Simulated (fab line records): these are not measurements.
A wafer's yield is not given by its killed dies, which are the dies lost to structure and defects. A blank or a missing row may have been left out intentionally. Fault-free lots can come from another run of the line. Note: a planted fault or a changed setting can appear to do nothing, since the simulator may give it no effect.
Split-lot study + flow n5Finfet + route with 1938 steps; 7 lots, 39 wafers read

## ABOUT THE SPLIT
At N5_PASSIVATION_ETCH_15 (etches SiCN in CF4/N2, target depth 75 nm, time 81.2 s), the setting targetDepthA was moved away from the recipe's 750 angstrom on 15 of the 39 wafers read, by -42.4% to +47.7%. For the rest of the wafers, this setting stayed at what the recipe calls for.

The reading comes from the split's own step.

## THE READING
etch.depthNm (the simulator's own value, which no gauge read), in nm, at N5_PASSIVATION_ETCH_15 (etches SiCN in CF4/N2, target depth 75 nm, time 81.2 s). The file gives no usual value for it. Across the 24 wafers here that went through the recipe, the average is 64.72 nm and the standard deviation 1 nm.

| wafer  | tool, chamber at the split | targetDepthA as run, angstrom | against the recipe | etch.depthNm, nm | against lot-mates on the recipe |
|--------|----------------------------|-------------------------------|--------------------|------------------|---------------------------------|
| L075.1 | rieDiel-05, 3              | 750                           | recipe             | 65.32            | -                               |
| L075.2 | rieDiel-05, 2              | 750                           | recipe             | 64.22            | -                               |
| L075.5 | rieDiel-05, 1              | 750                           | recipe             | 65.11            | -                               |
| L077.1 | rieDiel-04, 0              | 750                           | recipe             | 65.38            | -                               |
| L077.2 | rieDiel-04, 3              | 750                           | recipe             | 63.02            | -                               |
| L077.3 | rieDiel-04, 1              | 750                           | recipe             | 66.12            | -                               |
| L077.4 | rieDiel-04, 1              | 750                           | recipe             | 65.41            | -                               |
| L077.5 | rieDiel-04, 0              | 750                           | recipe             | 65.11            | -                               |
| L077.6 | rieDiel-04, 3              | 750                           | recipe             | 62.94            | -                               |
| L078.1 | rieDiel-05, 1              | 873.2                         | +16.4%             | 74.87            | +10.50                          |
| L078.2 | rieDiel-05, 3              | 750                           | recipe             | 65.05            | -                               |
| L078.3 | rieDiel-05, 2              | 750                           | recipe             | 63.76            | -                               |
| L078.4 | rieDiel-05, 3              | 873.2                         | +16.4%             | 75.42            | +11.05                          |
| L078.5 | rieDiel-05, 2              | 873.2                         | +16.4%             | 73.36            | +8.99                           |
| L078.6 | rieDiel-05, 1              | 750                           | recipe             | 64.31            | -                               |
| L080.1 | rieDiel-05, 1              | 432.1                         | -42.4%             | 37.66            | -28.02                          |
| L080.2 | rieDiel-05, 0              | 432.1                         | -42.4%             | 38.04            | -27.64                          |
| L080.3 | rieDiel-05, 2              | 432.1                         | -42.4%             | 37.29            | -28.39                          |
| L080.4 | rieDiel-05, 3              | 750                           | recipe             | 65.67            | -                               |
| L080.5 | rieDiel-05, 0              | 750                           | recipe             | 65.75            | -                               |
| L080.6 | rieDiel-05, 1              | 750                           | recipe             | 65.62            | -                               |
| L081.1 | rieDiel-04, 0              | 750                           | recipe             | 65.89            | -                               |
| L081.2 | rieDiel-04, 1              | 455.7                         | -39.2%             | 40.1             | -24.64                          |
| L081.3 | rieDiel-04, 2              | 750                           | recipe             | 63.03            | -                               |
| L081.4 | rieDiel-04, 3              | 455.7                         | -39.2%             | 38.94            | -25.80                          |
| L081.5 | rieDiel-04, 0              | 750                           | recipe             | 65.31            | -                               |
| L081.6 | rieDiel-04, 3              | 455.7                         | -39.2%             | 38.95            | -25.79                          |
| L082.1 | rieDiel-04, 2              | 750                           | recipe             | 62.72            | -                               |
| L082.2 | rieDiel-04, 0              | 882.7                         | +17.7%             | 76.38            | +12.59                          |
| L082.3 | rieDiel-04, 3              | 750                           | recipe             | 63.56            | -                               |
| L082.4 | rieDiel-04, 1              | 882.7                         | +17.7%             | 77.33            | +13.54                          |
| L082.5 | rieDiel-04, 0              | 750                           | recipe             | 65.1             | -                               |
| L082.6 | rieDiel-04, 1              | 882.7                         | +17.7%             | 77.57            | +13.78                          |
| L089.1 | rieDiel-05, 0              | 1108                          | +47.7%             | 97.09            | +32.13                          |
| L089.2 | rieDiel-05, 2              | 1108                          | +47.7%             | 94.65            | +29.69                          |
| L089.3 | rieDiel-05, 3              | 750                           | recipe             | 65.04            | -                               |
| L089.4 | rieDiel-05, 1              | 750                           | recipe             | 64.54            | -                               |
| L089.5 | rieDiel-05, 1              | 1108                          | +47.7%             | 96.1             | +31.14                          |
| L089.6 | rieDiel-05, 0              | 750                           | recipe             | 65.31            | -                               |

FIT RESULTS
A straight line over all 39 wafers: etch.depthNm changes by +0.648 nm for each +1% of targetDepthA; r = +1.00; the points scatter about the line by 1 nm.
The same after taking each lot's own level away (the mean of its wafers on the recipe; 39 wafers): +0.656 nm for each +1%; r = +1.00; scatter 0.99 nm.
That fit puts the effect of the largest move of targetDepthA on the reading at 31 nm.
The lots' own levels span 63.793 to 65.680 nm, that is 1.9 times the standard deviation above.
Consequently the slope shifts little with the lot-to-lot level, the two slopes agreeing.
Check: for one of the wafers moved furthest among these (+47.7%), held out of the fit, the line's prediction against its lot-mates is +31.3 nm. Against them it came out at +32.1 nm.

## OTHER SPLITS ON THESE WAFERS
Other splits were also applied to these wafers ahead of the reading. Each is held against what the fit with the lots' levels taken away leaves over:
| other split on the same wafers | wafers away from the commonest value | r with etch.depthNm (lot level and that fit taken away) |
|--------------------------------|--------------------------------------|---------------------------------------------------------|
| N5_BEOL_M9_ILD_DEP_00 timeS    | 15                                   | +0.09                                                   |
| N5_BEOL_M10_ETCH_62 timeS      | 12                                   | +0.08                                                   |

## FILE'S OWN FIT
etch.depthNm changes by +0.656 nm for each +1% of targetDepthA, r = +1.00.
